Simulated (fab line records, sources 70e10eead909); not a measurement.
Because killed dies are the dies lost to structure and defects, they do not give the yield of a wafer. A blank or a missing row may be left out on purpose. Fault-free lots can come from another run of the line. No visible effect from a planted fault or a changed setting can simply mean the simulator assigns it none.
fab line records || flow nand-harc
record: {"lots": 6, "wafers": 18, "last-day": 23}
route steps=1159 shown P_M2@349 P_BONDPAD@351
lots with no fault: from the same line, run without faults
start-h: the number of hours between the record's first day and the start of the first shown wafer of the lot || wait-h: hours from the lot's prior step to this one || " the same as in the row above || L1.1+2: one row covering several wafers at once || - no value, or no start was given || * or withheld: withheld || < > ~ a bound
route shown NAME@n: NAME is a module with steps in the file, n the number in the route of the first one || usual: average and standard deviation across the fault-free wafers || same: alike in all rows || chamber/n: place in a boat || sites: each site's reading || _std_site: standard deviation of those values || _edge_site: the outer-site mean with the inner-site mean subtracted || radius-mm: how far each site lies from the wafer's centre || mask NAME#n: copy n || behind: the tool/chamber that last shaped the wafer || hold: why the lot was held/for how many hours/how that ended || device: transistor that didn't switch, given as n, p or np || end of line: the tests these same wafers got at the end of their route || for a step that has no rows: nothing shown but its recipe || killed: dies that structure and defects cost at the first sort, which is not the same as the wafer's yield || map: per-die view of a wafer (x killed, . not killed, _ where there is no die)
set.NAME: the setting that was run; set.NAME@STEP: the one run at that earlier step || model.NAME: the simulator's own value behind a step, which no gauge read
a table for each step, a row for each wafer; lots at some steps of the route
services: a tool's chamber out of use, with start hour (start-h, from the record's first day; less than 0 if before it), hours out, and reason
== steps ==
step: NHARC_P_M2_PRE_CLEAN_32
recipe: {"time-s": 12, "temp-c": 370, "rf-power-w": 300, "gas": "NH3"}
usual: {"heater-power-outer-w": "377/47", "heater-power-w": "637/74"}
{"lot.wafer": "L735.1", "tool": "pecvd-03", "chamber": 2, "start-h": 166.84, "wait-h": 0.1, "heater-power-outer-w": 419, "heater-power-w": 725}
{"lot.wafer": "L735.5", "tool": "pecvd-03", "chamber": 1, "start-h": 166.84, "wait-h": 0.1, "heater-power-outer-w": 387, "heater-power-w": 682}
{"lot.wafer": "L735.6", "tool": "pecvd-03", "chamber": 2, "start-h": 166.84, "wait-h": 0.1, "heater-power-outer-w": 415, "heater-power-w": 724}
{"lot.wafer": "L737.2", "tool": "pecvd-01", "chamber": 2, "start-h": 192.51, "wait-h": 0.1, "heater-power-outer-w": 336, "heater-power-w": 558}
{"lot.wafer": "L737.3", "tool": "pecvd-01", "chamber": 0, "start-h": 192.51, "wait-h": 0.1, "heater-power-outer-w": 460, "heater-power-w": 760}
{"lot.wafer": "L737.4", "tool": "pecvd-01", "chamber": 0, "start-h": 192.51, "wait-h": 0.1, "heater-power-outer-w": 462, "heater-power-w": 756}
{"lot.wafer": "L738.1", "tool": "pecvd-01", "chamber": 1, "start-h": 205.95, "wait-h": 0.1, "heater-power-outer-w": 339, "heater-power-w": 614}
{"lot.wafer": "L738.4", "tool": "pecvd-01", "chamber": 0, "start-h": 205.95, "wait-h": 0.1, "heater-power-outer-w": 444, "heater-power-w": 746}
{"lot.wafer": "L738.6", "tool": "pecvd-01", "chamber": 2, "start-h": 205.95, "wait-h": 0.1, "heater-power-outer-w": 398, "heater-power-w": 650}
{"lot.wafer": "L742.3", "tool": "pecvd-02", "chamber": 2, "start-h": 206.59, "wait-h": 0.1, "heater-power-outer-w": 311, "heater-power-w": 523}
{"lot.wafer": "L742.2", "tool": "pecvd-02", "chamber": 0, "start-h": 206.59, "wait-h": 0.1, "heater-power-outer-w": 366, "heater-power-w": 623}
{"lot.wafer": "L742.4", "tool": "pecvd-02", "chamber": 2, "start-h": 206.59, "wait-h": 0.1, "heater-power-outer-w": 308, "heater-power-w": 536}
{"lot.wafer": "L740.1", "tool": "pecvd-03", "chamber": 0, "start-h": 208.20, "wait-h": 0.2, "heater-power-outer-w": 442, "heater-power-w": 687}
{"lot.wafer": "L740.2", "tool": "pecvd-03", "chamber": 1, "start-h": 208.20, "wait-h": 0.2, "heater-power-outer-w": 387, "heater-power-w": 665}
{"lot.wafer": "L740.4", "tool": "pecvd-03", "chamber": 1, "start-h": 208.20, "wait-h": 0.2, "heater-power-outer-w": 395, "heater-power-w": 657}
{"lot.wafer": "L741.3", "tool": "pecvd-03", "chamber": 1, "start-h": 212.94, "wait-h": 0.1, "heater-power-outer-w": 316, "heater-power-w": 581}
{"lot.wafer": "L741.4", "tool": "pecvd-03", "chamber": 2, "start-h": 212.94, "wait-h": 0.1, "heater-power-outer-w": 436, "heater-power-w": 740}
{"lot.wafer": "L741.5", "tool": "pecvd-03", "chamber": 0, "start-h": 212.94, "wait-h": 0.1, "heater-power-outer-w": 423, "heater-power-w": 687}
step: NHARC_P_M2_DEP_33
recipe: {"target-thk-a": 300, "temp-c": 370, "target-thk-nm": 30, "pressure-torr": 3, "flow-sccm": 200, "rf-w": 450, "material": "SiCN"}
usual: {"heater-power-outer-w": "330/48", "heater-power-w": "574/73"}
{"lot.wafer": "L735.1", "tool": "pecvd-03", "chamber": 2, "start-h": 166.95, "wait-h": 0.1, "heater-power-outer-w": 363, "heater-power-w": 682}
{"lot.wafer": "L735.5", "tool": "pecvd-03", "chamber": 1, "start-h": 166.95, "wait-h": 0.1, "heater-power-outer-w": 305, "heater-power-w": 575}
{"lot.wafer": "L735.6", "tool": "pecvd-03", "chamber": 2, "start-h": 166.95, "wait-h": 0.1, "heater-power-outer-w": 376, "heater-power-w": 667}
{"lot.wafer": "L737.2", "tool": "pecvd-01", "chamber": 2, "start-h": 192.59, "wait-h": 0.1, "heater-power-outer-w": 359, "heater-power-w": 604}
{"lot.wafer": "L737.3", "tool": "pecvd-01", "chamber": 0, "start-h": 192.59, "wait-h": 0.1, "heater-power-outer-w": 392, "heater-power-w": 663}
{"lot.wafer": "L737.4", "tool": "pecvd-01", "chamber": 0, "start-h": 192.59, "wait-h": 0.1, "heater-power-outer-w": 395, "heater-power-w": 678}
{"lot.wafer": "L738.1", "tool": "pecvd-01", "chamber": 1, "start-h": 206.06, "wait-h": 0.1, "heater-power-outer-w": 336, "heater-power-w": 584}
{"lot.wafer": "L738.4", "tool": "pecvd-01", "chamber": 0, "start-h": 206.06, "wait-h": 0.1, "heater-power-outer-w": 333, "heater-power-w": 592}
{"lot.wafer": "L738.6", "tool": "pecvd-01", "chamber": 2, "start-h": 206.06, "wait-h": 0.1, "heater-power-outer-w": 359, "heater-power-w": 603}
{"lot.wafer": "L742.3", "tool": "pecvd-02", "chamber": 2, "start-h": 206.70, "wait-h": 0.1, "heater-power-outer-w": 319, "heater-power-w": 543}
{"lot.wafer": "L742.2", "tool": "pecvd-02", "chamber": 0, "start-h": 206.70, "wait-h": 0.1, "heater-power-outer-w": 274, "heater-power-w": 505}
{"lot.wafer": "L742.4", "tool": "pecvd-02", "chamber": 2, "start-h": 206.70, "wait-h": 0.1, "heater-power-outer-w": 321, "heater-power-w": 546}
{"lot.wafer": "L740.1", "tool": "pecvd-03", "chamber": 0, "start-h": 208.31, "wait-h": 0.1, "heater-power-outer-w": 346, "heater-power-w": 555}
{"lot.wafer": "L740.2", "tool": "pecvd-03", "chamber": 1, "start-h": 208.31, "wait-h": 0.1, "heater-power-outer-w": 305, "heater-power-w": 576}
{"lot.wafer": "L740.4", "tool": "pecvd-03", "chamber": 1, "start-h": 208.31, "wait-h": 0.1, "heater-power-outer-w": 306, "heater-power-w": 566}
{"lot.wafer": "L741.3", "tool": "pecvd-03", "chamber": 1, "start-h": 213.02, "wait-h": 0.1, "heater-power-outer-w": 303, "heater-power-w": 561}
{"lot.wafer": "L741.4", "tool": "pecvd-03", "chamber": 2, "start-h": 213.02, "wait-h": 0.1, "heater-power-outer-w": 367, "heater-power-w": 656}
{"lot.wafer": "L741.5", "tool": "pecvd-03", "chamber": 0, "start-h": 213.02, "wait-h": 0.1, "heater-power-outer-w": 391, "heater-power-w": 611}
step: NHARC_P_BONDPAD_DEP_00
recipe: {"target-thk-a": 2500, "temp-c": 370, "target-thk-nm": 250, "pressure-torr": 3, "flow-sccm": 200, "rf-w": 450, "material": "SiCN"}
usual: {"heater-power-outer-w": "335/42", "heater-power-w": "579/68"}
{"lot.wafer": "L735.1", "tool": "pecvd-02", "chamber": 1, "start-h": 167.32, "wait-h": "-", "heater-power-outer-w": 270, "heater-power-w": 454}
{"lot.wafer": "L735.6", "tool": "pecvd-02", "chamber": 1, "start-h": 167.32, "wait-h": "-", "heater-power-outer-w": 276, "heater-power-w": 451}
{"lot.wafer": "L735.5", "tool": "pecvd-02", "chamber": 0, "start-h": 167.32, "wait-h": "-", "heater-power-outer-w": 323, "heater-power-w": 556}
{"lot.wafer": "L737.3", "tool": "pecvd-03", "chamber": 2, "start-h": 193.08, "wait-h": "-", "heater-power-outer-w": 317, "heater-power-w": 614}
{"lot.wafer": "L737.2", "tool": "pecvd-03", "chamber": 0, "start-h": 193.08, "wait-h": "-", "heater-power-outer-w": 370, "heater-power-w": 606}
{"lot.wafer": "L737.4", "tool": "pecvd-03", "chamber": 1, "start-h": 193.08, "wait-h": "-", "heater-power-outer-w": 352, "heater-power-w": 613}
{"lot.wafer": "L738.1", "tool": "pecvd-01", "chamber": 0, "start-h": "-", "wait-h": "-", "heater-power-outer-w": 416, "heater-power-w": 691}
{"lot.wafer": "L738.6", "tool": "pecvd-01", "chamber": 2, "start-h": "-", "wait-h": "-", "heater-power-outer-w": 352, "heater-power-w": 580}
{"lot.wafer": "L738.4", "tool": "pecvd-01", "chamber": 0, "start-h": "-", "wait-h": "-", "heater-power-outer-w": 418, "heater-power-w": 710}
{"lot.wafer": "L742.3", "tool": "pecvd-03", "chamber": 1, "start-h": 207.07, "wait-h": "-", "heater-power-outer-w": 352, "heater-power-w": 632}
{"lot.wafer": "L742.2", "tool": "pecvd-03", "chamber": 0, "start-h": 207.07, "wait-h": "-", "heater-power-outer-w": 414, "heater-power-w": 638}
{"lot.wafer": "L742.4", "tool": "pecvd-03", "chamber": 2, "start-h": 207.07, "wait-h": "-", "heater-power-outer-w": 358, "heater-power-w": 659}
{"lot.wafer": "L740.1", "tool": "pecvd-03", "chamber": 0, "start-h": "-", "wait-h": "-", "heater-power-outer-w": 374, "heater-power-w": 591}
{"lot.wafer": "L740.2", "tool": "pecvd-03", "chamber": 1, "start-h": "-", "wait-h": "-", "heater-power-outer-w": 274, "heater-power-w": 534}
{"lot.wafer": "L740.4", "tool": "pecvd-03", "chamber": 0, "start-h": "-", "wait-h": "-", "heater-power-outer-w": 390, "heater-power-w": 608}
{"lot.wafer": "L741.3", "tool": "pecvd-02", "chamber": 1, "start-h": 213.52, "wait-h": "-", "heater-power-outer-w": 223, "heater-power-w": 385}
{"lot.wafer": "L741.5", "tool": "pecvd-02", "chamber": 2, "start-h": 213.52, "wait-h": "-", "heater-power-outer-w": 320, "heater-power-w": 557}
{"lot.wafer": "L741.4", "tool": "pecvd-02", "chamber": 0, "start-h": 213.52, "wait-h": "-", "heater-power-outer-w": 331, "heater-power-w": 575}
step: NHARC_P_BONDPAD_CMP_32
recipe: {"target-thk-nm": 200, "material": "SiCN"}
usual: {"motor-current-A": "12.5/1.3", "retaining-ring-pressure-frac": "1.001/0.0048"}
{"lot.wafer": "L735.1", "tool": "cmp-04", "chamber": 0, "start-h": 167.78, "wait-h": "-", "motor-current-A": 13.3, "retaining-ring-pressure-frac": 1.001}
{"lot.wafer": "L735.5", "tool": "cmp-04", "chamber": 2, "start-h": 167.78, "wait-h": "-", "motor-current-A": 13.2, "retaining-ring-pressure-frac": 0.996}
{"lot.wafer": "L735.6", "tool": "cmp-04", "chamber": 3, "start-h": 167.78, "wait-h": "-", "motor-current-A": 12.3, "retaining-ring-pressure-frac": 0.994}
{"lot.wafer": "L737.3", "tool": "cmp-01", "chamber": 2, "start-h": 193.51, "wait-h": "-", "motor-current-A": 14.3, "retaining-ring-pressure-frac": 0.992}
{"lot.wafer": "L737.4", "tool": "cmp-01", "chamber": 3, "start-h": 193.51, "wait-h": "-", "motor-current-A": 9.3, "retaining-ring-pressure-frac": 0.995}
{"lot.wafer": "L737.2", "tool": "cmp-01", "chamber": 0, "start-h": 193.51, "wait-h": "-", "motor-current-A": 13.8, "retaining-ring-pressure-frac": 1.000}
{"lot.wafer": "L738.4", "tool": "cmp-03", "chamber": 1, "start-h": 206.94, "wait-h": "-", "motor-current-A": 11.4, "retaining-ring-pressure-frac": 1.001}
{"lot.wafer": "L738.1", "tool": "cmp-03", "chamber": 2, "start-h": 206.94, "wait-h": "-", "motor-current-A": 12.2, "retaining-ring-pressure-frac": 1.004}
{"lot.wafer": "L738.6", "tool": "cmp-03", "chamber": 0, "start-h": 206.94, "wait-h": "-", "motor-current-A": 11.2, "retaining-ring-pressure-frac": 0.996}
{"lot.wafer": "L742.2", "tool": "cmp-01", "chamber": 3, "start-h": 207.51, "wait-h": "-", "motor-current-A": 9.5, "retaining-ring-pressure-frac": 1.007}
{"lot.wafer": "L742.3", "tool": "cmp-01", "chamber": 1, "start-h": 207.51, "wait-h": "-", "motor-current-A": 12.5, "retaining-ring-pressure-frac": 1.009}
{"lot.wafer": "L742.4", "tool": "cmp-01", "chamber": 2, "start-h": 207.51, "wait-h": "-", "motor-current-A": 13.4, "retaining-ring-pressure-frac": 1.000}
{"lot.wafer": "L740.2", "tool": "cmp-03", "chamber": 0, "start-h": 209.06, "wait-h": "-", "motor-current-A": 10.9, "retaining-ring-pressure-frac": 1.006}
{"lot.wafer": "L740.1", "tool": "cmp-03", "chamber": 1, "start-h": 209.06, "wait-h": "-", "motor-current-A": 11.5, "retaining-ring-pressure-frac": 1.004}
{"lot.wafer": "L740.4", "tool": "cmp-03", "chamber": 3, "start-h": 209.06, "wait-h": "-", "motor-current-A": 12.9, "retaining-ring-pressure-frac": 0.994}
{"lot.wafer": "L741.3", "tool": "cmp-04", "chamber": 2, "start-h": 213.86, "wait-h": "-", "motor-current-A": 13.5, "retaining-ring-pressure-frac": 1.003}
{"lot.wafer": "L741.4", "tool": "cmp-04", "chamber": 0, "start-h": 213.86, "wait-h": "-", "motor-current-A": 12.8, "retaining-ring-pressure-frac": 1.003}
{"lot.wafer": "L741.5", "tool": "cmp-04", "chamber": 2, "start-h": 213.86, "wait-h": "-", "motor-current-A": 13.5, "retaining-ring-pressure-frac": 1.000}
step: NHARC_P_BONDPAD_THK_MEAS_33
recipe: {"thk-meas-gauge": "ellipsometry"}
usual: {"thk-nm": "199.9/1.6"}
{"lot.wafer": "L735.1", "tool": "film-metro-01", "chamber": "-", "start-h": 167.98, "wait-h": 0.2, "thk-nm": 201.8}
{"lot.wafer": "L735.5", "tool": "film-metro-01", "chamber": "-", "start-h": 167.98, "wait-h": 0.2, "thk-nm": 200.4}
{"lot.wafer": "L735.6", "tool": "film-metro-01", "chamber": "-", "start-h": 167.98, "wait-h": 0.2, "thk-nm": 200.4}
{"lot.wafer": "L737.2", "tool": "film-metro-01", "chamber": "-", "start-h": 193.74, "wait-h": 0.2, "thk-nm": 198.6}
{"lot.wafer": "L737.3", "tool": "film-metro-01", "chamber": "-", "start-h": 193.74, "wait-h": 0.2, "thk-nm": 201.5}
{"lot.wafer": "L737.4", "tool": "film-metro-01", "chamber": "-", "start-h": 193.74, "wait-h": 0.2, "thk-nm": 202.6}
{"lot.wafer": "L738.1", "tool": "film-metro-02", "chamber": "-", "start-h": 207.14, "wait-h": 0.2, "thk-nm": 199.6}
{"lot.wafer": "L738.4", "tool": "film-metro-02", "chamber": "-", "start-h": 207.14, "wait-h": 0.2, "thk-nm": 201.4}
{"lot.wafer": "L738.6", "tool": "film-metro-02", "chamber": "-", "start-h": 207.14, "wait-h": 0.2, "thk-nm": 201.6}
{"lot.wafer": "L742.2", "tool": "film-metro-01", "chamber": "-", "start-h": 207.76, "wait-h": 0.2, "thk-nm": 202.8}
{"lot.wafer": "L742.3", "tool": "film-metro-01", "chamber": "-", "start-h": 207.76, "wait-h": 0.2, "thk-nm": 197.1}
{"lot.wafer": "L742.4", "tool": "film-metro-01", "chamber": "-", "start-h": 207.76, "wait-h": 0.2, "thk-nm": 198.9}
{"lot.wafer": "L740.1", "tool": "film-metro-02", "chamber": "-", "start-h": 209.31, "wait-h": 0.2, "thk-nm": 200.8}
{"lot.wafer": "L740.2", "tool": "film-metro-02", "chamber": "-", "start-h": 209.31, "wait-h": 0.2, "thk-nm": 199.3}
{"lot.wafer": "L740.4", "tool": "film-metro-02", "chamber": "-", "start-h": 209.31, "wait-h": 0.2, "thk-nm": 198.7}
{"lot.wafer": "L741.3", "tool": "film-metro-02", "chamber": "-", "start-h": 214.09, "wait-h": 0.2, "thk-nm": 200.3}
{"lot.wafer": "L741.4", "tool": "film-metro-02", "chamber": "-", "start-h": 214.09, "wait-h": 0.2, "thk-nm": 201.3}
{"lot.wafer": "L741.5", "tool": "film-metro-02", "chamber": "-", "start-h": 214.09, "wait-h": 0.2, "thk-nm": 199.5}
step: NHARC_P_BONDPAD_SRD_34
step: NHARC_P_BONDPAD_DEHYDRATE_01
recipe: {"temp-c": 150, "time-s": 120}
step: NHARC_P_BONDPAD_HMDS_02
recipe: {"time-s": 30}
step: NHARC_P_BONDPAD_COAT_36
recipe: {"temp-c": 200, "time-s": 65}
step: NHARC_P_BONDPAD_COAT_03
recipe: {"spin-rpm": 2000, "resist-thk-nm": 600}
step: NHARC_P_BONDPAD_SOFTBAKE_04
recipe: {"temp-c": 125, "time-s": 70}
step: NHARC_P_BONDPAD_EBR_05
step: NHARC_P_BONDPAD_EXPOSE_06
recipe: {"na": 0.55, "dose-mj": 37.06, "mask-id": "P_BPAD"}
usual: {"exposure-dose-mJ-cm2": "37.06/0.039", "focus-offset-nm": "0.1/0.51", "reticle-temp-C": "23.02/0.1"}
{"lot.wafer": "L735.1", "tool": "krf-scanner-01", "chamber": 0, "start-h": 168.39, "wait-h": "-", "mask": "P_BPAD#0", "exposure-dose-mJ-cm2": 37.05, "focus-offset-nm": 0.0, "reticle-temp-C": 22.95}
{"lot.wafer": "L735.5", "tool": "krf-scanner-01", "chamber": 0, "start-h": 168.39, "wait-h": "-", "mask": "P_BPAD#0", "exposure-dose-mJ-cm2": 37.05, "focus-offset-nm": -0.6, "reticle-temp-C": 22.93}
{"lot.wafer": "L735.6", "tool": "krf-scanner-01", "chamber": 0, "start-h": 168.39, "wait-h": "-", "mask": "P_BPAD#0", "exposure-dose-mJ-cm2": 37.06, "focus-offset-nm": -0.6, "reticle-temp-C": 22.94}
{"lot.wafer": "L737.2", "tool": "krf-scanner-01", "chamber": 0, "start-h": 194.03, "wait-h": "-", "mask": "P_BPAD#0", "exposure-dose-mJ-cm2": 37.03, "focus-offset-nm": -0.2, "reticle-temp-C": 22.98}
{"lot.wafer": "L737.3", "tool": "krf-scanner-01", "chamber": 0, "start-h": 194.03, "wait-h": "-", "mask": "P_BPAD#0", "exposure-dose-mJ-cm2": 37.04, "focus-offset-nm": -0.5, "reticle-temp-C": 23.10}
{"lot.wafer": "L737.4", "tool": "krf-scanner-01", "chamber": 0, "start-h": 194.03, "wait-h": "-", "mask": "P_BPAD#0", "exposure-dose-mJ-cm2": 37.02, "focus-offset-nm": -0.7, "reticle-temp-C": 23.04}
{"lot.wafer": "L738.1", "tool": "krf-scanner-01", "chamber": "-", "start-h": 207.55, "wait-h": "-", "mask": "P_BPAD#0", "exposure-dose-mJ-cm2": "-", "focus-offset-nm": "-", "reticle-temp-C": "-"}
{"lot.wafer": "L738.4", "tool": "krf-scanner-01", "chamber": "-", "start-h": 207.55, "wait-h": "-", "mask": "P_BPAD#0", "exposure-dose-mJ-cm2": "-", "focus-offset-nm": "-", "reticle-temp-C": "-"}
{"lot.wafer": "L738.6", "tool": "krf-scanner-01", "chamber": "-", "start-h": 207.55, "wait-h": "-", "mask": "P_BPAD#0", "exposure-dose-mJ-cm2": "-", "focus-offset-nm": "-", "reticle-temp-C": "-"}
{"lot.wafer": "L742.2", "tool": "krf-scanner-02", "chamber": "-", "start-h": 208.17, "wait-h": "-", "mask": "P_BPAD#0", "exposure-dose-mJ-cm2": "-", "focus-offset-nm": "-", "reticle-temp-C": "-"}
{"lot.wafer": "L742.3", "tool": "krf-scanner-02", "chamber": "-", "start-h": 208.17, "wait-h": "-", "mask": "P_BPAD#0", "exposure-dose-mJ-cm2": "-", "focus-offset-nm": "-", "reticle-temp-C": "-"}
{"lot.wafer": "L742.4", "tool": "krf-scanner-02", "chamber": "-", "start-h": 208.17, "wait-h": "-", "mask": "P_BPAD#0", "exposure-dose-mJ-cm2": "-", "focus-offset-nm": "-", "reticle-temp-C": "-"}
{"lot.wafer": "L740.1", "tool": "krf-scanner-01", "chamber": 0, "start-h": 209.72, "wait-h": "-", "mask": "P_BPAD#0", "exposure-dose-mJ-cm2": 37.09, "focus-offset-nm": 0.2, "reticle-temp-C": 22.96}
{"lot.wafer": "L740.2", "tool": "krf-scanner-01", "chamber": 0, "start-h": 209.72, "wait-h": "-", "mask": "P_BPAD#0", "exposure-dose-mJ-cm2": 37.09, "focus-offset-nm": 0.0, "reticle-temp-C": 23.08}
{"lot.wafer": "L740.4", "tool": "krf-scanner-01", "chamber": 0, "start-h": 209.72, "wait-h": "-", "mask": "P_BPAD#0", "exposure-dose-mJ-cm2": 37.10, "focus-offset-nm": 0.0, "reticle-temp-C": 23.02}
{"lot.wafer": "L741.3", "tool": "krf-scanner-02", "chamber": 0, "start-h": 214.51, "wait-h": "-", "mask": "P_BPAD#0", "exposure-dose-mJ-cm2": 37.05, "focus-offset-nm": -0.8, "reticle-temp-C": 22.90}
{"lot.wafer": "L741.4", "tool": "krf-scanner-02", "chamber": 0, "start-h": 214.51, "wait-h": "-", "mask": "P_BPAD#0", "exposure-dose-mJ-cm2": 36.99, "focus-offset-nm": -0.4, "reticle-temp-C": 22.93}
{"lot.wafer": "L741.5", "tool": "krf-scanner-02", "chamber": 0, "start-h": 214.51, "wait-h": "-", "mask": "P_BPAD#0", "exposure-dose-mJ-cm2": 37.01, "focus-offset-nm": 0.1, "reticle-temp-C": 22.96}
step: NHARC_P_BONDPAD_PEB_07
recipe: {"peb-temp-c": 128, "peb-time-s": 80}
== services ==
{"tool": "pecvd-03", "chamber": 1, "start-h": 149.42, "hours": 10.9, "kind": "repair"}
{"tool": "pecvd-02", "chamber": "-", "start-h": 153.00, "hours": 13.0, "kind": "pm"}
{"tool": "pecvd-02", "chamber": 0, "start-h": 153.00, "hours": 13.0, "kind": "vent-cycle"}
{"tool": "pecvd-02", "chamber": 1, "start-h": 153.00, "hours": 13.0, "kind": "vent-cycle"}
{"tool": "pecvd-02", "chamber": 2, "start-h": 153.00, "hours": 13.0, "kind": "vent-cycle"}
{"tool": "cmp-04", "chamber": "-", "start-h": 155.91, "hours": 4.0, "kind": "repair"}
{"tool": "cmp-03", "chamber": "-", "start-h": 157.70, "hours": 4.0, "kind": "pm"}
{"tool": "cmp-03", "chamber": "-", "start-h": 161.70, "hours": "-", "kind": "consumable-replace:conditioner"}
{"tool": "cmp-03", "chamber": "-", "start-h": 161.70, "hours": "-", "kind": "consumable-replace:pad"}
{"tool": "pecvd-01", "chamber": "-", "start-h": 162.90, "hours": 1.1, "kind": "repair"}
{"tool": "pecvd-02", "chamber": 0, "start-h": 166.00, "hours": "-", "kind": "clean"}
{"tool": "pecvd-02", "chamber": 1, "start-h": 166.00, "hours": "-", "kind": "clean"}
{"tool": "pecvd-02", "chamber": 2, "start-h": 166.00, "hours": "-", "kind": "clean"}
{"tool": "cmp-03", "chamber": "-", "start-h": 175.02, "hours": 2.9, "kind": "repair"}
{"tool": "cmp-01", "chamber": "-", "start-h": 179.63, "hours": 4.0, "kind": "pm"}
{"tool": "krf-scanner-02", "chamber": "-", "start-h": 179.75, "hours": 0.8, "kind": "repair"}
{"tool": "cmp-01", "chamber": "-", "start-h": 183.63, "hours": "-", "kind": "consumable-replace:conditioner"}
{"tool": "cmp-01", "chamber": "-", "start-h": 183.63, "hours": "-", "kind": "consumable-replace:pad"}
{"tool": "cmp-03", "chamber": "-", "start-h": 189.99, "hours": 1.3, "kind": "repair"}
{"tool": "krf-scanner-02", "chamber": "-", "start-h": 197.76, "hours": 1.5, "kind": "repair"}
{"tool": "cmp-04", "chamber": "-", "start-h": 203.00, "hours": 4.0, "kind": "pm"}
{"tool": "cmp-04", "chamber": "-", "start-h": 207.00, "hours": "-", "kind": "consumable-replace:conditioner"}
{"tool": "cmp-04", "chamber": "-", "start-h": 207.00, "hours": "-", "kind": "consumable-replace:pad"}
{"tool": "krf-scanner-02", "chamber": "-", "start-h": 210.00, "hours": 4.0, "kind": "pm"}
== key ==
first-sign: {"step": "NHARC_P_BONDPAD_EXPOSE_06", "reading": "tool-record", "direction": "missing"}
effect none on later readings
met-at NHARC_P_BONDPAD_EXPOSE_06
struck-wafers L738.1,L738.4,L738.6,L742.2,L742.3,L742.4
later-rows-left-out L738.1,L738.4,L738.6,L742.2,L742.3,L742.4
sort-left-out L738.1,L738.4,L738.6,L742.2,L742.3,L742.4
onset-between 194.03 207.55
fault: {"kind": "skipped-step-whole", "tool": "krf-scanner-01,krf-scanner-02", "chamber": "-", "onset-h": 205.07, "steps": "NHARC_P_BONDPAD_EXPOSE_06", "scope": "struck-lots-only"}
sort-left-out: the simulated sort isn't trusted on such a fault, so these wafers' sort isn't shown, and their yield isn't known
later-rows-left-out: the simulator's readings of these wafers behind a module that went badly wrong aren't trusted and aren't shown, but for the sort
